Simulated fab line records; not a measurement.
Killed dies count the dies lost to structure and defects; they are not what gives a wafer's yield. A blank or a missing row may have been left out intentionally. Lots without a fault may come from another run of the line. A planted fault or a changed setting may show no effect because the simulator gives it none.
Matching of chambers :: flow nand-harc :: NHARC_A_STAIRCASE_DEP_151 on pecvd-01 has 3 sister chambers
The step deposits SiO2, target thk 3800 nm. 18 wafers are shown with their chamber, then 9 later ones without.

== EACH WAFER AND ITS CHAMBER ==
wafer: L077.1
chamber: 1
heater-power-w (W): 590
mfc-precursor-sccm (sccm): 200.2

wafer: L077.2
chamber: 2
heater-power-w (W): 766
mfc-precursor-sccm (sccm): 200.0

wafer: L077.6
chamber: 2
heater-power-w (W): 668
mfc-precursor-sccm (sccm): 199.6

wafer: L080.3
chamber: 0
heater-power-w (W): 668
mfc-precursor-sccm (sccm): 199.9

wafer: L080.5
chamber: 2
heater-power-w (W): 663
mfc-precursor-sccm (sccm): 200.5

wafer: L080.6
chamber: 1
heater-power-w (W): 555
mfc-precursor-sccm (sccm): 200.6

wafer: L082.1
chamber: 0
heater-power-w (W): 810
mfc-precursor-sccm (sccm): 200.7

wafer: L082.4
chamber: 1
heater-power-w (W): 554
mfc-precursor-sccm (sccm): 200.4

wafer: L082.5
chamber: 0
heater-power-w (W): 659
mfc-precursor-sccm (sccm): 199.8

wafer: L085.1
chamber: 0
heater-power-w (W): 692
mfc-precursor-sccm (sccm): 199.5

wafer: L085.3
chamber: 2
heater-power-w (W): 739
mfc-precursor-sccm (sccm): 199.3

wafer: L085.6
chamber: 0
heater-power-w (W): 664
mfc-precursor-sccm (sccm): 200.1

wafer: L087.1
chamber: 0
heater-power-w (W): 787
mfc-precursor-sccm (sccm): 199.5

wafer: L087.5
chamber: 2
heater-power-w (W): 668
mfc-precursor-sccm (sccm): 200.7

wafer: L087.6
chamber: 1
heater-power-w (W): 556
mfc-precursor-sccm (sccm): 199.6

wafer: L089.1
chamber: 2
heater-power-w (W): 706
mfc-precursor-sccm (sccm): 200.2

wafer: L089.2
chamber: 0
heater-power-w (W): 816
mfc-precursor-sccm (sccm): 199.0

wafer: L089.4
chamber: 1
heater-power-w (W): 559
mfc-precursor-sccm (sccm): 198.8

SIGNATURES, as means of the wafers listed above
reading: heater-power-w
chamber 0: 728.00
chamber 1: 562.80
chamber 2: 701.67
scatter within a chamber: 52.9

reading: mfc-precursor-sccm
chamber 0: 199.786
chamber 1: 199.920
chamber 2: 200.050
scatter within a chamber: 0.593
Rule: a wafer lies at a distance from a chamber equal to the root of the sum of squares, over the readings, of (its reading less the chamber's mean, divided by the reading's scatter). If the next closest chamber is less than 2 further off than the closest, the wafer can't be placed; otherwise it belongs to the closest. The scatter is the square root of a quotient: the sum, over the shown wafers, of each reading's squared deviation from its chamber's mean, divided by wafers minus chambers.

== WAFERS WITH NO CHAMBER GIVEN ==
wafer: L090.1
heater-power-w (W): 725
mfc-precursor-sccm (sccm): 200.8

wafer: L090.3
heater-power-w (W): 763
mfc-precursor-sccm (sccm): 200.4

wafer: L090.6
heater-power-w (W): 543
mfc-precursor-sccm (sccm): 199.5

wafer: L095.1
heater-power-w (W): 645
mfc-precursor-sccm (sccm): 200.6

wafer: L095.3
heater-power-w (W): 682
mfc-precursor-sccm (sccm): 201.2

wafer: L095.4
heater-power-w (W): 541
mfc-precursor-sccm (sccm): 201.1

wafer: L097.2
heater-power-w (W): 798
mfc-precursor-sccm (sccm): 199.3

wafer: L097.4
heater-power-w (W): 678
mfc-precursor-sccm (sccm): 200.0

wafer: L097.5
heater-power-w (W): 653
mfc-precursor-sccm (sccm): 199.2

== WHICH CHAMBER EACH WENT THROUGH ==
wafer: L090.1
from the rows above: can't be placed: 2 or 0
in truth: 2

wafer: L090.3
from the rows above: can't be placed: 0 or 2
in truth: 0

wafer: L090.6
from the rows above: 1
in truth: 1

wafer: L095.1
from the rows above: can't be placed: 2 or 1 or 0
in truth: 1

wafer: L095.3
from the rows above: can't be placed: 2 or 0 or 1
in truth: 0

wafer: L095.4
from the rows above: can't be placed: 1 or 2
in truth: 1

wafer: L097.2
from the rows above: can't be placed: 0 or 2
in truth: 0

wafer: L097.4
from the rows above: can't be placed: 2 or 0 or 1
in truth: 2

wafer: L097.5
from the rows above: can't be placed: 2 or 0 or 1
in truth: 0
Correctly placed: 1 of 9. From these rows, 8 cannot be placed; in 8 the true chamber is one of the candidates. 0 placed wrongly.
